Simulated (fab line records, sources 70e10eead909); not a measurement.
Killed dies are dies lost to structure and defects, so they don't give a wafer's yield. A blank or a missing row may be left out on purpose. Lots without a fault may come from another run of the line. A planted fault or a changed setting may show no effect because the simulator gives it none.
fab line records | flow nand_harc
record lots=14 wafers=42 last_day=24
route steps=1159 shown P_GATE@131
lots that met no fault: from a run of the same line without faults
start_h: hours from the record's first day to the start of the lot's first wafer shown | wait_h: hours since the lot's step before | " the same as in the row above | L1.1+2: a row that stands for several wafers | - no value, or no start given | * or withheld: withheld | < > ~ a bound
route shown NAME@n: a module of which the file shows steps, and the number in the route of the first | usual: mean/standard deviation of fault-free wafers | same: alike in all rows | chamber/n: place in a boat | sites: the reading at each site | _std_site: their standard deviation | _edge_site: outer sites' mean less inner sites' | radius_mm: how far each site lies from the wafer's centre | mask NAME#n: copy n | behind: the tool/chamber that last shaped the wafer | hold: why the lot was held/for how many hours/how that ended | device: the transistor (n, p or np) that didn't switch | end of line: the same wafers' tests at the end of the route | a step without rows: its recipe alone | killed: dies lost to structure and defects at the first sort, not the wafer's yield | map: a wafer's dies, x killed, . not, _ none there
set.NAME: the setting as run; set.NAME@STEP: as run at that earlier step | model.NAME: the simulator's own value behind a step, which no gauge read
steps of the route over a sample of lots; a table a step, a row a wafer
services: from which hour (start_h, from the record's first day; less than 0 if before it) a tool's chamber was out of use, for how many hours, and why
## steps
# step NHARC_P_GATE_HM_DEP_102
# recipe target_thk_a=1200 temp_c=400 material=aC
# usual throttle_valve_pct=35.000/0.0089
# columns lot.wafer tool chamber start_h wait_h throttle_valve_pct
L675.1 acl_dep-03 0 99.39 1.9 34.998
L675.3 " 0 " " 35.020
L675.5 " 0 " " 34.997
L679.3 acl_dep-03 0 115.65 0.9 34.993
L679.4 " 0 " " 35.000
L679.5 " 0 " " 34.986
L681.2 acl_dep-02 0 130.35 1.8 35.013
L681.4 " 0 " " 34.997
L681.6 " 0 " " 34.996
L680.1 acl_dep-03 0 130.71 2.1 35.008
L680.4 " 0 " " 35.010
L680.5 " 0 " " 34.979
L682.1 acl_dep-01 0 138.84 0.9 34.985
L682.4 " 0 " " 35.007
L682.6 " 0 " " 34.998
L684.2 acl_dep-02 0 143.25 0.5 34.997
L684.4 " 0 " " 35.007
L684.5 " 0 " " 34.984
L685.3 acl_dep-02 0 153.00 2.3 35.013
L685.4 " 0 " " 34.998
L685.6 " 0 " " 34.992
L688.2 acl_dep-03 0 180.97 5.3 34.990
L688.4 " 0 " " 35.004
L688.5 " 0 " " 34.993
L691.1 acl_dep-01 0 190.30 0.4 35.006
L691.2 " 0 " " 35.003
L691.5 " 0 " " 34.980
L690.2 acl_dep-01 0 191.04 1.1 35.010
L690.4 " 0 " " 34.998
L690.6 " 0 " " 35.000
L692.1 acl_dep-01 0 196.10 0.4 34.978
L692.3 " 0 " " 34.998
L692.4 " 0 " " 35.004
L693.2 acl_dep-03 0 202.57 0.5 35.017
L693.4 " 0 " " 35.006
L693.5 " 0 " " 35.012
L695.2 acl_dep-01 0 214.28 0.5 35.002
L695.5 " 0 " " 34.993
L695.6 " 0 " " 35.011
L694.3 acl_dep-01 0 215.67 1.9 34.991
L694.4 " 0 " " 35.003
L694.5 " 0 " " 35.001
# step NHARC_P_GATE_DESCUM_31
# recipe time_s=3 o2_flow_sccm=200 ar_flow_sccm=0 bias_power_w=0 chemistry=O2
# usual drypump_motor_current_A=5.7/0.43 oes_product_au=1.001/0.012 rf_vpp_V=57.7/1.1 showerhead_plenum_p_Torr=1.90/0.096 throttle_valve_pct=11.310/0.0087
# columns lot.wafer tool chamber start_h wait_h drypump_motor_current_A oes_product_au rf_hours_counter_h rf_vpp_V showerhead_plenum_p_Torr throttle_valve_pct
L675.3 rie_diel-03 2 100.82 0.1 5.1 1.022 17 59.3 2.07 11.305
L675.1 " 3 " " 5.3 0.995 19 57.2 1.81 11.307
L675.5 " 1 " " 4.7 0.999 - 58.8 2.02 11.318
L679.3 rie_diel-09 2 116.98 0.1 5.6 0.980 10 57.3 1.99 11.325
L679.4 " 3 " " 5.6 1.013 11 58.9 2.03 11.311
L679.5 " 1 " " 5.0 1.012 - 57.5 1.81 11.296
L681.4 rie_diel-01 1 131.75 0.1 6.0 0.983 29 56.9 1.83 11.312
L681.2 " 2 " " 5.6 1.003 30 57.2 1.88 11.303
L681.6 " 3 " " 6.2 1.011 - 57.8 1.90 11.315
L680.1 rie_diel-01 3 132.11 0.1 6.2 1.010 29 58.8 1.90 11.310
L680.4 " 2 " " 5.6 0.996 30 59.4 1.88 11.318
L680.5 " 0 " " 5.7 1.014 - 55.9 1.78 11.310
L682.1 rie_diel-09 0 141.08 0.1 6.4 0.978 16 58.3 1.98 11.304
L682.4 " 2 " " 5.6 0.987 14 59.3 1.99 11.302
L682.6 " 3 " " 5.6 1.004 - 58.6 2.03 11.309
L684.2 rie_diel-09 3 144.80 0.2 5.6 1.012 19 58.3 2.03 11.306
L684.4 " 0 " " 6.4 0.986 18 57.4 1.98 11.316
L684.5 " 2 " " 5.6 0.996 - 58.7 1.99 11.302
L685.3 rie_diel-09 0 154.19 0.1 6.4 0.980 21 57.8 1.98 11.317
L685.4 " 3 " " 5.6 1.006 22 58.6 2.03 11.309
L685.6 " 0 " " 6.4 0.990 - 57.5 1.98 11.323
L688.2 rie_diel-09 2 182.39 0.1 5.6 0.977 31 58.0 1.99 11.310
L688.4 " 0 " " 6.4 0.980 33 58.1 1.97 11.300
L688.5 " 3 " " 5.6 1.005 - 58.9 2.03 11.320
L691.1 rie_diel-03 2 191.82 0.1 5.2 1.010 54 56.4 2.06 11.305
L691.2 " 3 " " 5.3 1.004 55 59.2 1.80 11.313
L691.5 " 2 " " 5.2 1.027 - 57.2 2.06 11.325
L690.4 rie_diel-03 1 192.35 0.1 4.7 0.993 49 57.0 2.01 11.313
L690.2 " 2 " " 5.1 1.006 54 59.8 2.06 11.300
L690.6 " 3 " " 5.3 0.991 - 58.3 1.80 11.290
L692.3 rie_diel-01 1 197.62 0.1 6.0 1.004 13 57.4 1.82 11.303
L692.4 " 3 " " 6.2 1.014 12 58.6 1.90 11.296
L692.1 " 0 " " 5.7 0.993 12 58.0 1.77 11.311
L693.2 rie_diel-03 3 204.25 0.1 5.3 0.996 60 55.3 1.80 11.315
L693.4 " 2 " " 5.2 1.010 59 58.3 2.06 11.306
L693.5 " 3 " " 5.3 0.989 - 58.2 1.80 11.314
L695.2 rie_diel-01 1 215.72 0.1 6.0 1.008 16 57.4 1.82 11.308
L695.6 " 3 " " 6.2 1.006 - 58.9 1.90 11.308
L695.5 " 0 " " 5.7 0.999 - 56.8 1.77 11.321
L694.4 rie_diel-01 2 216.98 0.1 5.6 0.983 8 57.3 1.88 11.295
L694.3 " 0 " " 5.7 1.011 15 58.4 1.77 11.309
L694.5 " 3 " " 6.2 1.006 - 56.9 1.89 11.312
# step NHARC_P_GATE_ALD_36
# recipe target_thk_a=200 pulse_time_s=60 ald_cycles=223 temp_c=400 material=SiNx
# usual ald_cycles=223/0 heater_power_outer_w=532/52 heater_power_w=852/78 precursor_pulse_height_rel=1.000/0.022
# columns lot.wafer tool chamber start_h wait_h ald_cycles heater_power_outer_w heater_power_w precursor_pulse_height_rel
L675.3 ald_sin-01 3 103.15 - 223 477 804 0.996
L675.1 " 1 105.31 - 223 556 826 1.010
L675.5 " 2 106.39 - 223 491 802 1.005
L679.3 ald_sin-04 3 119.28 - 223 573 867 1.018
L679.4 " 1 121.39 - 223 577 841 0.989
L679.5 " 3 123.51 - 223 577 854 0.960
L680.1 ald_sin-03 2 133.44 - 223 601 1017 0.999
L680.4 " 3 134.51 - 223 490 754 1.041
L680.5 " 3 138.80 - 223 480 761 1.011
L681.2 ald_sin-01 3 134.11 - 223 468 797 0.999
L681.4 " 1 136.24 - 223 562 827 1.025
L681.6 " 2 137.30 - 223 493 798 1.011
L682.1 ald_sin-04 0 145.23 - 223 472 765 0.975
L682.6 " 2 146.61 - 223 509 840 0.997
L682.4 " 3 147.99 - 223 577 850 1.029
L684.4 ald_sin-03 3 146.99 - - - - -
L684.2 " 2 150.21 - - - - -
L684.5 " 3 151.28 - - - - -
L685.4 ald_sin-04 1 155.61 - - - - -
L685.3 " 2 156.66 - - - - -
L685.6 " 2 160.83 - - - - -
L688.2 ald_sin-04 2 183.75 - 223 503 848 1.008
L688.4 " 0 185.87 - 223 481 789 0.988
L688.5 " 3 189.06 - 223 574 847 0.993
L690.2 ald_sin-01 1 193.61 - 223 568 821 0.987
L690.4 " 2 194.66 - 223 484 815 0.984
L690.6 " 2 198.85 - 223 488 804 1.009
L691.1 ald_sin-03 3 194.12 - 223 475 770 0.983
L691.2 " 0 195.17 - 223 483 818 0.986
L691.5 " 3 198.31 - 223 488 730 1.019
L692.1 ald_sin-01 3 199.89 - 223 475 799 1.020
L692.4 " 0 200.96 - 223 605 944 1.044
L692.3 " 2 203.09 - 223 494 802 1.003
L693.2 ald_sin-04 2 208.49 - 223 507 855 1.003
L693.4 " 3 209.90 - 223 552 837 1.023
L693.5 " 1 211.31 - 223 583 848 1.020
L695.2 ald_sin-03 0 218.15 - 223 495 812 1.003
L695.5 " 3 221.32 - 223 479 751 1.031
L695.6 " 0 222.38 - 223 488 814 1.018
L694.3 ald_sin-04 2 221.10 - 223 521 855 0.977
L694.4 " 3 222.50 - 223 565 836 1.008
L694.5 " 2 225.30 - 223 524 864 1.013
# step NHARC_P_GATE_ETCHBACK_37
# recipe target_depth_a=345 time_s=17.2 chf3_flow_sccm=50 o2_flow_sccm=10 ar_flow_sccm=200 rf_w=500 bias_w=200 chemistry=CHF3/O2
# usual drypump_motor_current_A=5.6/0.46 oes_product_au=0.96/0.037 rf_vpp_V=370.4/2.4 showerhead_plenum_p_Torr=2.39/0.11 throttle_valve_pct=20.573/0.0092
# columns lot.wafer tool chamber start_h wait_h drypump_motor_current_A oes_product_au rf_hours_counter_h rf_vpp_V showerhead_plenum_p_Torr throttle_valve_pct
L675.3 rie_diel-09 1 - - 5.0 0.93 9 369.0 2.28 20.572
L675.1 " 3 " " 5.6 0.95 10 372.7 2.55 20.573
L675.5 " 1 " " 5.0 0.93 - 367.3 2.28 20.572
L679.3 rie_diel-09 0 - - 6.4 0.92 13 372.8 2.48 20.580
L679.4 " 2 " " 5.6 0.91 11 373.0 2.50 20.584
L679.5 " 0 " " 6.4 0.91 - 372.8 2.48 20.582
L681.2 rie_diel-03 2 - - 5.2 1.01 34 374.5 2.58 20.564
L681.4 " 0 " " 5.7 0.98 36 373.0 2.46 20.566
L681.6 " 1 " " 4.7 1.00 - 371.6 2.53 20.567
L680.1 rie_diel-03 1 - - 4.7 1.00 31 373.2 2.53 20.574
L680.4 " 0 " " 5.7 0.99 36 372.8 2.46 20.584
L680.5 " 2 " " 5.2 1.02 - 375.4 2.58 20.574
L682.1 rie_diel-09 2 - - 5.6 0.90 21 372.8 2.49 20.571
L682.4 " 3 " " 5.6 0.94 22 372.3 2.54 20.573
L682.6 " 0 " " 6.4 0.91 - 372.8 2.48 20.579
L684.2 rie_diel-01 1 - - 6.0 0.99 2 368.7 2.30 20.571
L684.4 " 3 " " 6.2 1.01 - 369.4 2.39 20.568
L684.5 " 0 " " 5.7 1.01 - 366.7 2.23 20.563
L685.3 rie_diel-09 0 - - 6.4 0.93 27 371.9 2.48 20.559
L685.4 " 1 " " 5.0 0.94 25 366.9 2.27 20.575
L685.6 " 0 " " 6.4 0.91 - 372.8 2.48 20.590
L688.4 rie_diel-03 3 - - 5.3 1.00 55 367.6 2.27 20.573
L688.2 " 0 " " 5.7 0.99 54 372.2 2.46 20.555
L688.5 " 0 " " 5.7 0.99 - 370.5 2.46 20.570
L691.2 rie_diel-01 3 - - 6.2 0.92 13 370.1 2.38 20.581
L691.1 " 2 " " 5.6 0.92 5 369.8 2.36 20.560
L691.5 " 3 " " 6.2 0.92 - 370.5 2.38 20.574
L690.2 rie_diel-03 1 - - 4.8 0.92 53 373.2 2.52 20.579
L690.4 " 2 " " 5.2 0.93 59 373.0 2.57 20.588
L690.6 " 0 " " 5.7 0.93 - 373.0 2.45 20.563
L692.1 rie_diel-09 2 - - 5.6 0.89 38 372.8 2.49 20.567
L692.4 " 3 " " 5.6 0.93 41 372.3 2.53 20.584
L692.3 " 0 " " 6.4 0.91 41 372.5 2.47 20.573
L693.4 rie_diel-01 2 - - 5.6 0.92 8 370.4 2.36 20.582
L693.2 " 1 " " 6.0 0.92 16 366.9 2.29 20.573
L693.5 " 3 " " 6.2 0.94 - 370.8 2.38 20.579
L695.2 rie_diel-09 1 - - 5.0 1.00 44 367.9 2.26 20.581
L695.6 " 0 " " 6.4 1.00 - 370.9 2.47 20.588
L695.5 " 1 " " 5.0 1.01 - 367.5 2.26 20.582
L694.3 rie_diel-03 0 - - 5.8 0.99 1 372.6 2.45 20.564
L694.4 " 3 " " 5.3 0.99 1 369.3 2.26 20.572
L694.5 " 1 " " 4.7 1.01 - 373.0 2.52 20.581
## services
# columns tool chamber start_h hours kind
ald_sin-04 - 75.78 1.2 repair
rie_diel-09 - 77.10 9.0 pm
rie_diel-09 0 77.10 9.0 vent_cycle
rie_diel-09 1 77.10 9.0 vent_cycle
rie_diel-09 2 77.10 9.0 vent_cycle
rie_diel-09 3 77.10 9.0 vent_cycle
rie_diel-01 0 81.93 3.9 repair
rie_diel-09 0 86.10 - clean
rie_diel-09 1 86.10 - clean
rie_diel-09 1 86.10 - consumable_replace:focus_ring
rie_diel-09 2 86.10 - clean
rie_diel-09 2 86.10 - consumable_replace:focus_ring
rie_diel-09 3 86.10 - clean
ald_sin-03 - 102.00 10.0 pm
acl_dep-01 - 111.14 13.0 pm
acl_dep-02 - 126.70 3.5 repair
rie_diel-01 - 137.84 9.0 pm
rie_diel-03 - 167.17 1.2 repair
acl_dep-02 - 168.23 13.0 pm
ald_sin-04 0 202.43 17.3 repair
rie_diel-03 2 209.91 12.3 repair
rie_diel-03 - 215.33 9.0 pm
rie_diel-09 3 216.37 5.0 repair
acl_dep-03 - 225.24 13.0 pm
## key
first_sign step=NHARC_P_GATE_ALD_36 reading=tool_record direction=missing
effect none on later readings
met_at NHARC_P_GATE_ALD_36
struck_lots L684,L685
later_rows_left_out L684.2,L684.4,L684.5,L685.3,L685.4,L685.6
sort_left_out L684.2,L684.4,L684.5,L685.3,L685.4,L685.6
tester_left_out L684,L685
not_acting_at NHARC_P_GATE_HM_DEP_102,NHARC_P_GATE_DESCUM_31,NHARC_P_GATE_ETCHBACK_37
onset_between 133.44 146.99
fault kind=skipped_step_whole tool=ald_sin-03,ald_sin-04 chamber=- onset_h=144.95 steps=NHARC_P_GATE_ALD_36 scope=struck_lots_only
# tester_left_out: of these lots the tester's yield and bins aren't shown, on N5 and GAA mostly nor the transistor test; their killed dies are dies lost to structure and defects alone, not to doping, threshold or leakage, so they don't give the yield
# sort_left_out: the simulated sort isn't trusted on such a fault, so these wafers' sort isn't shown, and their yield isn't known
# later_rows_left_out: the simulator's readings of these wafers behind a module that went badly wrong aren't trusted and aren't shown, but for the sort
